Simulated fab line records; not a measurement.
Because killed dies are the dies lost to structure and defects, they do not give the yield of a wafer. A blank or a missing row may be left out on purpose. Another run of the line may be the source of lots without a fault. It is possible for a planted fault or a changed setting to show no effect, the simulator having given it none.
The tool behind it: which one? + flow n5 finfet + 11 lots (33 wafers sampled), 1 step of a 1938-step route

== WHAT THE GAUGES READ, wafer by wafer ==
N5_SDB_INSPECT_13: inspects for defects (brightfield).
| lot  | measured    | on                | raw defect count |
|------|-------------|-------------------|------------------|
| L075 | day 3 23:58 | defect inspect-02 | 72 119 67        |
| L077 | day 4 12:12 | defect inspect-02 | 66 84 76         |
| L080 | day 5 05:53 | defect inspect-01 | 41 78 65         |
| L082 | day 5 22:17 | defect inspect-01 | 115 77 50        |
| L084 | day 6 06:29 | defect inspect-02 | 122 111 68       |
| L086 | day 6 23:46 | defect inspect-02 | 89 33 59         |
| L088 | day 7 06:14 | defect inspect-01 | 49 37 33         |
| L090 | day 7 17:16 | defect inspect-02 | 81 72 35         |
| L092 | day 8 05:34 | defect inspect-02 | 61 100 143       |
| L094 | day 8 20:00 | defect inspect-01 | 62 60 63         |
| L097 | day 9 11:27 | defect inspect-02 | 83 69 110        |

== TOOL THAT RAN EACH LOT (tool first, then ch and the chambers of the sampled wafers, then the start) ==
The record holds no process step before these readings.

== THE ANSWER, worked out from the rows above alone ==
Rule: what is usual is taken from the lots themselves. The widest of any qualifying gaps counts: lots, ordered by their means at a reading, are off when they make up no more than a third of the lots, leave a main group of 4 or more, and stand apart from it by 3 or more times the standard deviation of that group's means. A main group whose means are all the same, to the digits that the tables above print for the reading, isn't used. A lot without any number at a reading at which 4 lots or more have one is off too. Where the step has rows for the other lots, those lots are counted as sound.
Nothing can be told from this: no lot is off at any reading shown.

== WHAT THE SIMULATOR HAD PUT IN ==
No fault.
